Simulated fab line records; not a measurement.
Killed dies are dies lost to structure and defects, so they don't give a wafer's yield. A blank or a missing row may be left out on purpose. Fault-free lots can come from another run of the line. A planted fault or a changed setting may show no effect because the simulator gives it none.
Struck lot and sound lot, side by side	flow n5Finfet	22 steps out of a route of 1938
Sound: these wafers, L864.1, L864.3, L864.5. Struck: wafers L866.3, L866.5, L866.6. Last of all comes the cause.
Order at every step that has rows: each side's tool, ch and its chambers, its first start. Under that, the readings that differ: sound wafers	struck wafers	difference of the means	sigmas: that difference in standard deviations of wafers without a fault.
alike: words and numbers the same on both sides, and readings whose means are apart by under 2 such deviations; not compared: readings that were withheld, readings missing a value for some wafer, numbers with overlapping values and no deviation given by the record, and bounds like >300 which may hide the same value.
A row with sigmas, a row that says differs or no value, or rows on one side alone: a step with any of these is where the two part. When numbers do not overlap yet have no deviation, they are printed without sigmas and do not part them. A reading that every wafer of one side lacks parts them only if that side has two wafers or more.

first, 8 steps without rows for these wafers: N5_BEOL_M3_PRE_CLEAN_60 (time 15 s); N5_BEOL_M3_CO_CAP_55 (material Co, precursor CCTBA/H2, target thk 2 nm, time 102.1 s); N5_BEOL_M3_PRE_CLEAN_56 (time 15 s); N5_BEOL_M3_DEP_57 (deposits SiCN from 3MS/NH3, target thk 8 nm, time 14 s); N5_BEOL_M4_ILD_DEP_00 (deposits SiOC from DEMS/O2, target thk 79 nm, time 15.3 s); N5_BEOL_M4_PECVD_72 (deposits SiO2 from TEOS/O2, target thk 16 nm, time 18 s); N5_BEOL_M4_HM_DEP_02 (deposits TiN, target thk 20 nm); N5_BEOL_M4_COAT_61 (time 60 s, resist thk 60 nm).
N5_BEOL_M4_COAT_62: time 60 s, resist thk 12 nm.
  sound on lithoTrack-05 ch 0, day 12 04:07; struck on lithoTrack-04 ch 0, day 13 00:34
reading	sound	struck	difference	sigmas
spinSpeedRpm (rpm)	1501.0 1500.8 1500.7	1748.2 1747.5 1749.9	+247.7	+99 or more
model.SiARC_of_BEOL_M4_COAT_62.thkNm (nm)	12 12 12	11.2 11.2 11.2	-0.8	
then, 9 steps without rows for these wafers: N5_BEOL_M4_COAT_73 (time 60 s, resist thk 5 nm); N5_BEOL_M4_COAT_05 (resist thk 30 nm); N5_BEOL_M4_EBR_07; N5_BEOL_M4_SOFTBAKE_06 (time 60 s); N5_BEOL_M4_EXPOSE_08 (exposes mask M4); N5_BEOL_M4_PEB_09 (peb time 60 s); N5_BEOL_M4_DEVELOP_10 (develop time 30 s); N5_BEOL_M4_DESCUM_16 (chemistry O2, time 7 s); N5_BEOL_M4_ETCH_74 (etches underlayer in N2/H2, target depth 6.5 nm, time 5.2 s).
N5_BEOL_M4_ETCH_63: etches SiARC in CF4, target depth 15.6 nm, time 26 s.
  sound on rieDiel-01 ch 1,3, day 12 04:46; struck on rieDiel-04 ch 1,2,3, day 13 01:08
reading	sound	struck	difference	sigmas
model.etch.depthNm (nm)	12.01 11.98 11.97	11.19 11.18 11.18	-0.80	
model.CAR-EUV_of_BEOL_M4_COAT_05.thkNm (nm)	11.2 11 11.2	11.8 11.8 12	+0.7	
  alike: drypumpMotorCurrentA, etchRfOnTimeS, oesProductAu, rfVppV, showerheadPlenumPTorr, throttleValvePct
  not compared: rfHoursCounterH
N5_BEOL_M4_ETCH_64: etches SOC in N2/H2, target depth 75 nm, overetch 22.5 nm, time 121.9 s.
  sound on rieDiel-01 ch 1,3, day 12 04:47; struck on rieDiel-04 ch 1,2,3, day 13 01:10
reading	sound	struck	difference	sigmas
model.SiARC_of_BEOL_M4_COAT_62.thkNm (nm)	6.2 6.4 6.6	5.2 5.8 5.6	-0.9	
  alike: drypumpMotorCurrentA, n2FlowSccm, oesProductAu, rfVppV, showerheadPlenumPTorr, throttleValvePct
  not compared: rfHoursCounterH
then, 1 step without rows for these wafers: N5_BEOL_M4_STRIP_65 (strips in N2/H2).
N5_BEOL_M4_RC_MEAS_101:
  sound on prober-01 ch 0, day 14 05:09; struck on prober-02 ch 0, day 14 15:12
  alike: DIBL_N, DIBL_P, IOFF_N, IOFF_P, ION_N, ION_P, SS_N, SS_P, VT_N, VT_P

WHERE THEY PART
Within this record, at N5_BEOL_M4_COAT_62 only. Later steps at which nothing parts them and some readings are alike: N5_BEOL_M4_ETCH_63, N5_BEOL_M4_ETCH_64, N5_BEOL_M4_RC_MEAS_101.

WHY: what had been put in by the simulator
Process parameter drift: lithoTrack-04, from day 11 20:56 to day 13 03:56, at N5_BEOL_M4_COAT_62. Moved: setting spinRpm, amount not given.
